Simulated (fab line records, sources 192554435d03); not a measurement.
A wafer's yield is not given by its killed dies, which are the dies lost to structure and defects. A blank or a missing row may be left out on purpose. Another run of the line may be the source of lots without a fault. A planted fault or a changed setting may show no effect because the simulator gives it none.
2 desks, one fault -- flow n5-finfet -- every desk sees just its own numbers, and what lay behind them comes last

FROM THE METROLOGY DESK
What the gauges read, lot by lot, whatever tool the lot ran on: means of the sampled wafers that have a number. Marked OUT: a lot whose mean sits more than 4 standard deviations from the usual mean, which makes it out of limits; the brackets give that distance. Shown here are 7 of its 10 readings, the ones lying furthest out on some lot.
Columns: A = IOFF_P at N5_BEOL_M4_RC_MEAS_101, usual 0.206 nA/um; B = ION_N at N5_BEOL_M4_RC_MEAS_101, usual 679 uA/um; C = ION_P at N5_BEOL_M4_RC_MEAS_101, usual 462 uA/um; D = SS_N at N5_BEOL_M4_RC_MEAS_101, usual 71.6 mV/dec; E = SS_P at N5_BEOL_M4_RC_MEAS_101, usual 73.3 mV/dec; F = VT_N at N5_BEOL_M4_RC_MEAS_101, usual 248.8 mV; G = VT_P at N5_BEOL_M4_RC_MEAS_101, usual -251 mV
lot,first seen here,A,B,C,D,E,F,G
L284,day 9 09:15,0.201,672,454,71.4,73.2,248.7,-253
L286,day 10 08:19,0.202,674,463,70.9,73.3,249.6,-252
L290,day 10 13:47,0.192,667,457,71.8,73.8,250.0,-251
L289,day 10 17:35,0.245,683,464,71.8,74.0,246.1,-249
L294,day 12 00:11,0.219,684,467,71.5,73.4,247.6,-250
L298,day 12 14:08,0.181,667,454,71.2,73.5,252.0,-255
L303,day 14 04:37,0.214,674,466,72.0,73.6,250.6,-250
L304,day 15 03:05,0.174,677,451,71.3,73.6,248.0,-256
L306,day 15 13:02,0.180,674,459,71.2,72.8,252.8,-252
Finding of this desk: none of the 9 lots has anything out of limits.

FOR THE TOOL OWNER'S DESK: rie-metal-03
The tool's own readings at N5_MIM_BOT_ETCH_ETCH_00 (etches TiN in Cl2/BCl3, target depth 45.5 nm): means of the sampled wafers that have a number, for each lot that ran on this tool. Marked OUT: a lot whose mean sits more than 4 standard deviations from the usual mean, which makes it out of limits; the brackets give that distance.
Columns: A = drypump-motor-current-A at N5_MIM_BOT_ETCH_ETCH_00, usual 5.7 A; B = oes_ar_750_au at N5_MIM_BOT_ETCH_ETCH_00, usual 0.80 a.u.; C = oes-product-au at N5_MIM_BOT_ETCH_ETCH_00, usual 0.80 a.u.; D = rf-fwd-power-W at N5_MIM_BOT_ETCH_ETCH_00, usual 995 W; E = throttle-valve-pct at N5_MIM_BOT_ETCH_ETCH_00, usual 21.89 %
lot,first seen here,A,B,C,D,E
L284,day 14 04:14,5.5,0.75,0.76,992,21.95
L289,day 14 17:53,5.2,0.76,0.76,995,22.08
L290,day 14 20:37,5.5,0.68,0.73,912 (-21) OUT,22.01
L286,day 14 23:14,5.5,0.67,0.72,914 (-21) OUT,22.03
L294,day 16 07:01,5.2,0.61,0.68,835 (-41) OUT,22.21
L306,day 20 01:31,5.5,0.72,0.73,988,21.99
Finding of this desk: L286, L290, L294 out of limits; the first was L290 at day 14 20:37, on rf-fwd-power-W at N5_MIM_BOT_ETCH_ETCH_00. Within limits: L284, L289, L306.

BROUGHT TOGETHER
The tool owner's desk could have raised an alarm at day 14 20:37, on L286, L290, L294.
The metrology desk saw nothing out of limits.
The metrology desk has L286, L290, L294 on record, within its limits.
N5_MIM_BOT_ETCH_ETCH_00 was run on rie-metal-03 by each of the lots named.

WHAT THE SIMULATOR HAD INSERTED
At N5_MIM_BOT_ETCH_ETCH_00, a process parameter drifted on rie-metal-03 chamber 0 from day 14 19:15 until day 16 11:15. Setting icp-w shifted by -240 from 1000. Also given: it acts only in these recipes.
Lots struck among those shown: L286, L290, L294.
Each desk's first reading out of limits, in hours after the fault started: the tool owner's desk, 1.
